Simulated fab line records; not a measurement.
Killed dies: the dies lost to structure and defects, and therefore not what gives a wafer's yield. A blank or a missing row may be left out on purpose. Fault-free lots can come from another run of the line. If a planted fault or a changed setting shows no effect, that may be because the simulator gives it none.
fab line records	flow n5-finfet
record lots=4	wafers=12	last-day=16
route steps=1938 shown BEOL_M5@1133 PASSIVATION@1936
lots that met no fault: from a run of the same line without faults
start-h: the number of hours between the record's first day and the start of the first shown wafer of the lot	wait-h: time in hours since the lot's previous step	" the same as in the row above	L1.1+2: a row that stands for several wafers	- either no value or no given start	* or withheld: withheld	< > ~ a bound
route shown NAME@n: names a module that has steps shown in the file, with the first one's number in the route	usual: average and standard deviation across the fault-free wafers	same: alike in all rows	chamber/n: place in a boat	sites: readings site by site	_std_site: the standard deviation of these	_edge_site: outer sites' mean less inner sites'	radius-mm: for every site, how far away it sits from the centre of the wafer	mask NAME#n: copy n	behind: the last tool/chamber to shape the wafer	hold: why the lot went on hold/how many hours it stayed there/how the hold came to an end	device: whichever transistor did not switch (one of n, p or np)	end of line: tests run on the same wafers once the route is complete	a step without rows: its recipe alone	killed: dies that structure and defects cost at the first sort, which is not the same as the wafer's yield	map: a wafer's dies, x killed, . not, _ none there
set.NAME: the run value of the setting; set.NAME@STEP: its run value at that earlier step	model.NAME: the simulator's own value behind a step, which no gauge read
lots at some steps of the route; a table a step, a row a wafer
services: a tool's chamber out of use, with start hour (start-h, from the record's first day; less than 0 if before it), hours out, and reason
## steps
# step N5_BEOL_M5_STRIP_63
# recipe chemistry=N2/H2	temp-c=40	n2-flow-sccm=200	h2-flow-sccm=200	rf-frequency-hz=6e+07
# step N5_BEOL_M5_STRIP_73
# recipe chemistry=N2/H2	temp-c=40	n2-flow-sccm=200	h2-flow-sccm=200	rf-frequency-hz=6e+07
# step N5_BEOL_M5_STRIP_64
# recipe chemistry=CF4	resist=SiARC	power-w=300	bias-power-w=75	pressure-mtorr=50	cf4-flow-sccm=150	rf-frequency-hz=6e+07
# step N5_BEOL_M5_HM_OPEN_17
# recipe chemistry=Cl2/BCl3	target-depth-a=200	overetch-a=60	target=TiN	mask-material=SOC	ion-energy-ev=150	pressure-mtorr=10	icp-w=1000	bias-w=126	Cl2_flow_sccm=53.25	bcl3-flow-sccm=21.75	Ar_flow_sccm=25
# step N5_BEOL_M5_STRIP_19
# recipe chemistry=O2	power-w=400	temp-c=40	pressure-mtorr=30	rf-frequency-hz=6e+07	bias-power-w=0	overash-fraction=0.2	o2-flow-sccm=225
# step N5_BEOL_M5_COAT_65
# recipe resist=SOC	temp-c=250	time-s=60	spin-rpm=1500	resist-thk-nm=60
# step N5_BEOL_M5_COAT_66
# recipe resist=SiARC	temp-c=220	time-s=60	spin-rpm=1500	resist-thk-nm=12
# step N5_BEOL_M5_COAT_74
# recipe resist=underlayer	temp-c=205	time-s=60	spin-rpm=1500	resist-thk-nm=5
# step N5_BEOL_M5_COAT_22
# recipe resist=CAR-EUV	spin-rpm=1500	resist-thk-nm=30
# step N5_BEOL_M5_EBR_24
# recipe solvent=PGMEA	ebr-width-mm=1.5
# step N5_BEOL_M5_SOFTBAKE_23
# recipe temp-c=110	time-s=60	resist=CAR-EUV
# step N5_BEOL_M5_EXPOSE_25
# recipe mask-id=V4	na=0.33	source-shape=quasar	sigma-inner=0.2	sigma-outer=0.6	polarization=unpolarized	defocus-nm=10	dose-mj=52.75
# usual exposure-dose-mJ-cm2=52.65/0.086	reticle-temp-C=23.00/0.098
lot.wafer	tool	chamber	start-h	wait-h	mask	exposure-dose-mJ-cm2	reticle-temp-C
L102.2	euv-scanner-01	0	183.60	-	V4#0	52.70	23.04
L102.3	"	0	"	"	V4#0	52.71	22.95
L102.5	"	0	"	"	V4#0	52.72	23.05
L115.1	euv-scanner-01	0	274.98	-	V4#0	50.29	23.02
L115.2	"	0	"	"	V4#0	50.21	23.05
L115.5	"	0	"	"	V4#0	50.28	23.15
L116.1	euv-scanner-01	0	285.99	-	V4#0	50.74	23.03
L116.3	"	0	"	"	V4#0	50.70	22.87
L116.4	"	0	"	"	V4#0	50.67	22.97
L117.1	euv-scanner-02	0	294.64	-	V4#0	52.51	23.12
L117.2	"	0	"	"	V4#0	52.51	23.07
L117.4	"	0	"	"	V4#0	52.52	23.12
# step N5_BEOL_M5_PEB_26
# recipe peb-temp-c=100	peb-time-s=60	resist=CAR-EUV
# step N5_BEOL_M5_DEVELOP_27
# recipe develop-time-s=30	developer=TMAH	resist=CAR-EUV	rinse-liquid=surfactant-rinse	dry=air-spin	dev-temp-c=23
# step N5_BEOL_M5_CD_MEAS_28
# recipe target-cd-nm=30.6	landing-energy-ev=500	detector=se-inlens	target-cd-y-nm=20	polarity=opening
# usual cd-nm=30.68/0.26
lot.wafer	tool	chamber	start-h	wait-h	cd-nm
L102.2	cd-sem-03	0	183.73	-	30.02
L102.3	"	0	"	"	30.34
L102.5	"	0	"	"	30.36
L115.1	cd-sem-01	0	275.11	-	29.07
L115.2	"	0	"	"	29.45
L115.5	"	0	"	"	29.54
L116.1	cd-sem-02	0	286.13	-	29.77
L116.3	"	0	"	"	29.55
L116.4	"	0	"	"	29.69
L117.1	cd-sem-03	0	294.77	-	30.96
L117.2	"	0	"	"	31.09
L117.4	"	0	"	"	30.82
# step N5_BEOL_M5_DESCUM_33
# recipe chemistry=O2	time-s=7	source-power-w=50	bias-power-w=20	pressure-mtorr=20	rf-frequency-hz=2.712e+07	temp-c=40	resist=CAR-EUV	o2-flow-sccm=225
# step N5_BEOL_M5_ETCH_75
# recipe chemistry=N2/H2	target=underlayer	target-depth-a=65	mask-material=CAR-EUV	time-s=5.2	ion-energy-ev=200	pressure-mtorr=30	source-w=840	bias-w=150	n2-flow-sccm=200	h2-flow-sccm=200	ends=cleared
# usual drypump-motor-current-A=5.6/0.54	etch-rf-on-time-s=5.21/0.1	oes-product-au=0.67/0.073	rf-vpp-V=524.2/2.9	showerhead-plenum-p-Torr=2.55/0.094	throttle-valve-pct=17.90/0.23
lot.wafer	tool	chamber	start-h	wait-h	drypump-motor-current-A	etch-rf-on-time-s	oes-product-au	rf-hours-counter-h	rf-vpp-V	showerhead-plenum-p-Torr	throttle-valve-pct	model.BEOL_M5.cd-nm
L102.2	rie-diel-05	3	184.03	0.0	6.2	5.24	0.73	35	525.3	2.47	17.44	27.6
L102.3	"	0	"	"	5.8	5.26	0.69	68	528.6	2.69	17.72	28.2
L102.5	"	0	"	"	5.8	5.24	0.71	-	528.0	2.69	17.74	28.4
L115.1	rie-diel-05	0	275.27	0.0	5.8	5.30	0.68	93	525.7	2.68	17.76	27
L115.2	"	1	"	"	5.6	5.09	0.69	83	528.0	2.68	17.91	27.4
L115.5	"	0	"	"	5.8	5.33	0.67	-	526.1	2.68	17.75	27.4
L116.1	rie-diel-03	1	286.29	0.0	6.0	5.28	0.59	197	523.5	2.52	18.13	27.2
L116.3	"	2	"	"	6.1	4.92	0.81	16	524.3	2.59	17.45	27
L116.4	"	3	"	"	6.3	5.09	0.77	37	523.6	2.47	17.89	27.2
L117.1	rie-diel-03	1	294.93	0.0	6.0	5.32	0.58	199	523.8	2.52	18.14	28.2
L117.2	"	2	"	"	6.2	5.02	0.78	18	524.7	2.59	17.45	28
L117.4	"	0	"	"	4.9	5.29	0.62	193	519.6	2.43	18.22	28.2
# step N5_BEOL_M5_ETCH_67
# recipe chemistry=CF4	target=SiARC	target-depth-a=156	mask-material=CAR-EUV	time-s=26	ion-energy-ev=80	pressure-mtorr=40	source-w=545	bias-w=36	Ar_flow_sccm=100	cf4-flow-sccm=100	ends=cleared
# step N5_BEOL_M5_ETCH_68
# recipe chemistry=N2/H2	target=SOC	target-depth-a=800	overetch-a=160	mask-material=SiARC	temp-c=40	time-s=120	ion-energy-ev=200	pressure-mtorr=30	source-w=840	bias-w=150	n2-flow-sccm=200	h2-flow-sccm=200
# step N5_BEOL_M5_STRIP_69
# recipe chemistry=N2/H2	temp-c=40	n2-flow-sccm=200	h2-flow-sccm=200	rf-frequency-hz=6e+07
# step N5_BEOL_M5_STRIP_76
# recipe chemistry=N2/H2	temp-c=40	n2-flow-sccm=200	h2-flow-sccm=200	rf-frequency-hz=6e+07
# step N5_BEOL_M5_VIA_ETCH_34
# recipe chemistry=C4F6/O2	target=SiCOH_lowk	target-depth-a=883	mask-material=SOC	taper-deg=4	time-s=39.2	ion-energy-ev=250	pressure-mtorr=30	source-w=345	bias-w=185	Ar_flow_sccm=300	C4F6_flow_sccm=10	O2_flow_sccm=10
# usual drypump-motor-current-A=5.6/0.53	oes_ar_750_au=0.78/0.08	oes-product-au=0.78/0.085	rf-vpp-V=668/10	showerhead-plenum-p-Torr=2.86/0.098	throttle-valve-pct=20.97/0.25
lot.wafer	tool	chamber	start-h	wait-h	drypump-motor-current-A	oes_ar_750_au	oes-product-au	rf-hours-counter-h	rf-vpp-V	showerhead-plenum-p-Torr	throttle-valve-pct	model.BEOL_M5.cd-nm
L102.2	rie-diel-05	3	184.18	0.0	6.1	0.86	0.89	35	667	2.78	20.55	27
L102.3	"	0	"	"	5.8	0.83	0.83	68	655	2.99	20.70	28
L102.5	"	0	"	"	5.8	0.83	0.82	-	656	2.99	20.71	28.2
L115.1	rie-diel-05	0	275.42	0.0	5.8	0.80	0.80	93	655	2.97	20.73	27
L115.2	"	1	"	"	5.6	0.82	0.80	83	673	3.00	21.13	27.4
L115.5	"	0	"	"	5.8	0.80	0.79	-	657	2.97	20.73	27.4
L116.1	rie-diel-03	1	286.44	0.0	6.1	0.70	0.70	197	661	2.82	21.09	27.2
L116.3	"	2	"	"	6.1	0.91	0.93	16	683	2.90	20.49	27
L116.4	"	3	"	"	6.3	0.89	0.90	37	653	2.81	21.24	27.4
L117.1	rie-diel-03	1	295.08	0.0	6.1	0.69	0.70	199	659	2.82	21.10	28.2
L117.2	"	2	"	"	6.2	0.90	0.93	18	682	2.90	20.51	27.8
L117.4	"	0	"	"	4.9	0.73	0.73	193	668	2.71	21.20	28.2
# step N5_BEOL_M5_STRIP_85
# recipe chemistry=C4F6/O2	resist=SiARC	rf-frequency-hz=6e+07
# step N5_PASSIVATION_PROBE_49
# usual defect-limited-yield=91.4/1.5	killed_at_M0_to_M3=35/12	killed_at_M4_up=13/5.8	killed-at-contacts=12/5.5	killed-at-front-end=36/9.9	killed-at-other=4/3.7	killed-dies=101/18	killed-open=66/13	killed-short=33/8	sort_bin_5_function=5.0/1	sort_bin_6_memory=3.2/0.67	sort_bin_8_speed=0.00/0.0099	sort-n-pass=1079/18	sort-yield-pct=91.4/1.5
# same gross-dies=1180	killed-at-back-side=0	sort_bin_4_leakage[%]=0
lot.wafer	tool	chamber	start-h	wait-h	defect-limited-yield[%]	killed_at_M0_to_M3	killed_at_M4_up	killed-at-contacts	killed-at-front-end	killed-at-other	killed-dies	killed-open	killed-short	sort_bin_5_function[%]	sort_bin_6_memory[%]	sort_bin_8_speed[%]	sort-n-pass	sort-yield-pct[%]
L102.2	prober-02	-	290.33	0.1	90.8	40	25	13	29	1	108	81	26	5.7	3.2	0	1072	90.8
L102.3	prober-02	-	290.38	0.1	91.8	32	26	12	27	0	97	72	25	4.5	3.1	0	1083	91.8
L102.5	prober-02	-	290.48	0.2	92.5	38	17	8	23	2	88	60	27	4.3	3.0	0	1092	92.5
L115.1	prober-02	-	377.08	0.0	87.9	19	57	13	45	9	143	57	25	6.6	4.3	0	1037	87.9
L115.2	prober-02	-	377.13	0.1	87.5	28	52	17	30	20	147	67	33	7.7	4.4	0	1033	87.5
L115.5	prober-02	-	377.28	0.2	86.5	32	63	17	33	14	159	52	43	7.5	4.9	0	1021	86.5
L116.1	prober-01	-	380.61	0.0	85.8	62	35	24	39	7	167	99	40	8.3	5.4	0	1013	85.8
L116.3	prober-01	-	380.71	0.1	86.8	55	30	23	41	7	156	80	50	7.7	5.0	0	1024	86.8
L116.4	prober-01	-	380.76	0.2	86.6	63	30	26	27	12	158	86	45	8.6	4.5	0	1022	86.6
# killed by level:class
L102.2 MOL_CONTACT_COAG:geometric-particle:open=13 BEOL_M4:geometric-particle:open=13 BEOL_M3:geometric-particle:open=12 BEOL_M2:geometric-particle:open=11 STI_FIN_REVEAL:geometric-particle:open=8 FIN_SAQP:geometric-particle:short=6 DUMMY_GATE:geometric-particle:open=5 BEOL_M0_SAQP:geometric-particle:open=5
L102.3 BEOL_M4:geometric-particle:open=13 MOL_CONTACT_COAG:geometric-particle:open=9 BEOL_M3:geometric-particle:open=9 BEOL_M2:geometric-particle:open=8 DUMMY_GATE:geometric-particle:open=5 BEOL_M0_SAQP:geometric-particle:open=5 FIN_SAQP:geometric-particle:open=4 STI_FIN_REVEAL:geometric-particle:open=4
L102.5 STI_FIN_REVEAL:geometric-particle:open=12 BEOL_M3:geometric-particle:open=9 MOL_CONTACT_COAG:geometric-particle:open=7 BEOL_M4:geometric-particle:open=6 BEOL_M2:geometric-particle:open=5 BEOL_M2:geometric-particle:short=5 BEOL_M0_SAQP:geometric-particle:open=4 BEOL_M0_SAQP:geometric-particle:short=4
L115.1 BEOL_M5:area-expose=50 MOL_CONTACT_COAG:geometric-particle:open=10 HKMG_FIN:area-etch=10 STI_FIN_REVEAL:geometric-particle:open=9 FIN_SAQP:geometric-particle:open=7 FIN_SAQP:geometric-particle:short=6 BEOL_M0_SAQP:geometric-particle:open=5 MIM_BOT:geometric-particle:short=5
L115.2 BEOL_M5:area-expose=45 MOL_CONTACT_COAG:geometric-particle:open=13 BEOL_M3:geometric-particle:open=9 BEOL_M2:geometric-particle:open=8 STI_FIN_REVEAL:geometric-particle:open=6 FIN_SAQP:geometric-particle:open=5 BEOL_M0_SAQP:geometric-particle:open=5 FIN_SAQP:geometric-particle:short=4
L115.5 BEOL_M5:area-expose=57 MOL_CONTACT_COAG:geometric-particle:open=14 BEOL_M3:geometric-particle:open=8 BEOL_M0_SAQP:geometric-particle:short=7 MIM_BOT:geometric-particle:short=7 BEOL_M0_SAQP:geometric-particle:open=6 HKMG_FIN:area-etch=6 FIN_SAQP:geometric-particle:short=5
L116.1 BEOL_M5:area-expose=27 BEOL_M3:geometric-particle:open=19 MOL_CONTACT_COAG:geometric-particle:open=18 BEOL_M0_SAQP:geometric-particle:open=9 BEOL_M1:geometric-particle:open=9 GATE_CUT:geometric-particle:short=8 BEOL_M2:geometric-particle:open=8 FIN_SAQP:geometric-particle:open=7
L116.3 BEOL_M5:area-expose=24 MOL_CONTACT_COAG:geometric-particle:open=17 BEOL_M3:geometric-particle:open=14 BEOL_M2:geometric-particle:open=13 BEOL_M1:geometric-particle:short=11 FIN_SAQP:geometric-particle:open=7 GATE_CUT:geometric-particle:open=7 STI_FIN_REVEAL:geometric-particle:open=6
L116.4 BEOL_M5:area-expose=25 MOL_CONTACT_COAG:geometric-particle:open=21 BEOL_M3:geometric-particle:open=15 BEOL_M0_SAQP:geometric-particle:short=12 BEOL_M1:geometric-particle:open=11 BEOL_M2:geometric-particle:open=8 BEOL_M0_SAQP:geometric-particle:open=7 DUMMY_GATE:geometric-particle:open=6
# map L115.5 (x killed, . not)
_________________....x...x...________________
______________.x......x.x..xx..._____________
___________.....x.xx...............__________
__________..xx..........x.x........._________
________..x................x..x......._______
_______....................x.x....x.x..______
______.....x...x..............xx....xx.._____
_____.x..............x.....xxx.......x...____
____........x.......x.x....x..............___
___.......x...........xx........x..........__
___xx....x...........x....x................__
__......x...x..x...........x.......x.....x.x_
__......x..................x...x............_
_...................................x.......x
_....x......x.x........................x..x..
_.x....x...xxx.....x..x.....x............x...
_x..x..........x...........x.................
_..x....x................x.............x.....
_.........................x......x...........
_.........x..xx.....x..x...........xx........
_........x.x.x....x...x................x.x...
__x......x......x...x......x.x............x._
__...........xx.........x........xx........._
___.....x....x.xx.......x.x...x.x....xx...x__
___x.......x.........x.x.................xx__
____..xx.x........x.x.............x.x..x..___
_____..x..............x.x..........x.x...____
______..x......xx.......x..x......x....x_____
_______.......x....x...................______
________........xx........x..........._______
__________...................x..xx.._________
___________x.x......x............x.__________
______________.............x...._____________
_________________..........x.________________
# map L116.1 (x killed, . not)
_________________xx..........________________
______________.x...........xx..._____________
___________......x....xxx..........__________
__________...x.....x................_________
________.x....x..........xxx..x......._______
_______x...x....................x......______
______.x.x..........x..x.x.......x...x.x_____
_____x..x...................x.x..........____
____.....................x.....xxx.x......___
___.x............x...x...........x..x......__
___x................xx.........x.xx......x.__
__.......x.....x.x....xx...................x_
__....x................x..............x....._
_......x......................x.........x....
_...........................x.......x..x.....
_........x.........xxx........x......x.......
_..x....x........xxx.............x..xx.......
_.....x.x.....xx....................xx......x
_......x...........x...xx....x........x..x..x
_..x...............x.............x....x......
_...x...........x..x...............x.x.......
__..x...x....xx.......x...............x....._
__x.x..................x..x................x_
___........x.x..............x.......x......__
___.........x.............x...x......x....x__
____....x...............x...x..........x..___
_____.x............x..x.x.x......x..x..xx____
______....x...x.....xx...xx.......xx..x._____
_______x......xx.x........x..x..x......______
________x.....xx.x.....x......x......._______
__________.x...................x...._________
___________...........x............__________
______________xx...x....xx...x.._____________
_________________.......x....________________
## services
tool	chamber	start-h	hours	kind
euv-scanner-01	-	166.81	1.0	pm
euv-scanner-01	-	170.05	3.4	repair
euv-scanner-02	-	173.50	1.0	pm
rie-diel-05	2	179.59	5.7	repair
rie-diel-05	1	184.83	6.6	repair
rie-diel-05	-	187.41	14.6	pm
rie-diel-03	0	196.77	6.4	repair
euv-scanner-02	0	204.82	-	calibration
rie-diel-03	2	216.52	-	clean
rie-diel-03	2	216.52	-	consumable-replace:focus-ring
euv-scanner-01	-	222.96	1.0	pm
euv-scanner-02	-	228.66	1.0	pm
euv-scanner-01	-	245.35	0.8	repair
rie-diel-05	3	251.62	3.5	repair
rie-diel-03	-	253.91	0.7	repair
euv-scanner-01	-	279.11	1.0	pm
euv-scanner-02	-	284.83	1.0	pm
euv-scanner-02	-	293.37	0.6	repair
## key
first-sign step=N5_BEOL_M5_EXPOSE_25	reading=exposure-dose-mJ-cm2	direction=down	sigmas=25	usual=52.65	struck=50.48
effect step=N5_BEOL_M5_CD_MEAS_28	reading=cd-nm	direction=down	sigmas=4.4	usual=30.68	struck=29.51	through=control-loop
effect step=N5_PASSIVATION_PROBE_49	reading=killed_at_M4_up	direction=up	sigmas=5.4	usual=13	struck=44
model-effect step=N5_BEOL_M5_ETCH_75	value=BEOL_M5.cd-nm	without=28.17	struck=27.2
model-effect step=N5_BEOL_M5_VIA_ETCH_34	value=BEOL_M5.cd-nm	without=28.3	struck=27.23
more-kills-born-at N5_BEOL_M5_EXPOSE_25@euv-scanner-01=228
met-at N5_BEOL_M5_EXPOSE_25
struck-wafers L115.1,L115.2,L115.5,L116.1,L116.3,L116.4
loop-trim step=N5_BEOL_M5_EXPOSE_25	setting=dose	lots=L116
onset-between 183.60 274.98
fault kind=process-parameter-drift	tool=euv-scanner-01	chamber=-	onset-h=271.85	steps=N5_BEOL_M5_EXPOSE_25	channel=dose-mj	offset=-2.5052	shape=step	acts-in=these-recipes-only	stated=52.75
# loop-trim: a control loop set the setting to another value than it would have without faults
